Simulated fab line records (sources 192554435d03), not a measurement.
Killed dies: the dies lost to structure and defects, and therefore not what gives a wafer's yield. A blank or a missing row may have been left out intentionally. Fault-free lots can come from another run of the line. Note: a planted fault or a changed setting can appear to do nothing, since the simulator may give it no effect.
Lot-split experiment    flow n5Finfet    39 wafers read across 7 lots, on a route 1938 steps long

## ON THE SPLIT
At N5_BEOL_M4_PECVD_72 (deposits SiO2 from TEOS/O2, target thk 16 nm, time 18 s), the setting timeS was moved away from the recipe's 18 s on 9 of the 39 wafers read, by -53.6% to +58.1%. The other wafers ran this setting at the recipe's value.

The reading comes from the split's own step.

## THE READING
SiO2_of_BEOL_M4_PECVD_72.thkNm (the simulator's own value, which no gauge read), in nm, at N5_BEOL_M4_PECVD_72 (deposits SiO2 from TEOS/O2, target thk 16 nm, time 18 s). The file does not state a usual value for it. Here, 30 wafers ran the recipe; their average is 16.0 nm with a standard deviation of 0.33 nm.

wafer   tool, chamber at the split  timeS as run, s  against the recipe  SiO2_of_BEOL_M4_PECVD_72.thkNm, nm  against lot-mates on the recipe
L074.1  pecvd-02, 2,0               21.31            +18.4%              18.6                                +2.9
L074.5  pecvd-02, 2,0               21.31            +18.4%              18.6                                +2.9
L074.2  pecvd-02, 0                 18               recipe              15.4                                -
L074.3  pecvd-02, 1                 21.31            +18.4%              18.8                                +3.1
L074.4  pecvd-02, 2                 18               recipe              15.8                                -
L074.6  pecvd-02, 1                 18               recipe              16                                  -
L078.1  pecvd-04, 2                 18               recipe              16.2                                -
L078.2  pecvd-04, 0,2,1,0           18               recipe              16.4                                -
L078.4  pecvd-04, 0,2,1,0           18               recipe              16.4                                -
L078.5  pecvd-04, 0,2,1,0           18               recipe              16.4                                -
L078.6  pecvd-04, 0,2,1,0           18               recipe              16.4                                -
L078.3  pecvd-04, 1                 18               recipe              16                                  -
L082.2  pecvd-02, 2                 18               recipe              15.6                                -
L082.4  pecvd-02, 1,2               18               recipe              16                                  -
L082.5  pecvd-02, 1,2               18               recipe              16                                  -
L087.1  pecvd-02, 0                 28.45            +58.1%              24.6                                +8.6
L087.2  pecvd-02, 1,0               28.45            +58.1%              24.8                                +8.8
L087.5  pecvd-02, 1,0               28.45            +58.1%              24.8                                +8.8
L087.3  pecvd-02, 2                 18               recipe              15.8                                -
L087.4  pecvd-02, 2                 18               recipe              16                                  -
L087.6  pecvd-02, 1                 18               recipe              16.2                                -
L091.1  pecvd-02, 0,2               18               recipe              15.8                                -
L091.2  pecvd-02, 0,2               18               recipe              15.8                                -
L091.3  pecvd-02, 1,2,0             8.347            -53.6%              7.4                                 -8.6
L091.4  pecvd-02, 1,2,0             8.347            -53.6%              7.4                                 -8.6
L091.5  pecvd-02, 1,2,0             8.347            -53.6%              7.4                                 -8.6
L091.6  pecvd-02, 1                 18               recipe              16.4                                -
L093.1  pecvd-04, 0,1               18               recipe              16.2                                -
L093.5  pecvd-04, 0,1               18               recipe              16.2                                -
L093.2  pecvd-04, 1                 18               recipe              15.8                                -
L093.3  pecvd-04, 2                 18               recipe              16                                  -
L093.4  pecvd-04, 2                 18               recipe              16                                  -
L093.6  pecvd-04, 0                 18               recipe              16.4                                -
L095.1  pecvd-03, 1,2               18               recipe              15.8                                -
L095.6  pecvd-03, 1,2               18               recipe              15.8                                -
L095.2  pecvd-03, 2                 18               recipe              15.6                                -
L095.3  pecvd-03, 0                 18               recipe              15.2                                -
L095.4  pecvd-03, 0                 18               recipe              15.2                                -
L095.5  pecvd-03, 1                 18               recipe              16.2                                -
Where a row lists several chambers, the file gives one row for several wafers and doesn't say which wafer went through which chamber.

FIT RESULTS
A straight line over all 39 wafers: SiO2_of_BEOL_M4_PECVD_72.thkNm changes by +0.155 nm for each +1% of timeS; r = +1.00; the points scatter about the line by 0.32 nm.
The same after taking each lot's own level away (the mean of its wafers on the recipe; 39 wafers): +0.155 nm for each +1%; r = +1.00; scatter 0.24 nm.
According to that fit, moving timeS by its largest amount changes the reading by 9 nm.
From 15.63 to 16.30 nm: that is the span of the lots' own levels, equal to 2.0 times the standard deviation above.
Consequently the slope shifts little with the lot-to-lot level, the two slopes agreeing.
Check: +9.07 nm against its lot-mates is what the line predicts for one of the wafers moved furthest among these (+58.1%) when that wafer is left out of the fit. Against them it came out at +8.6 nm.

## OTHER SPLITS ON THESE WAFERS
Before the reading, these wafers also passed through other splits. Each is held against what the fit with the lots' levels taken away leaves over:
other split on the same wafers   wafers away from the commonest value  r with SiO2_of_BEOL_M4_PECVD_72.thkNm (lot level and that fit taken away)
N5_BEOL_M1_HM_DEP_02 targetThkA  18                                    +0.01
N5_BEOL_M2_DESCUM_16 timeS       9                                     -0.25

## THE FILE'S OWN FIT
SiO2_of_BEOL_M4_PECVD_72.thkNm changes by +0.155 nm for each +1% of timeS, r = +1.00.
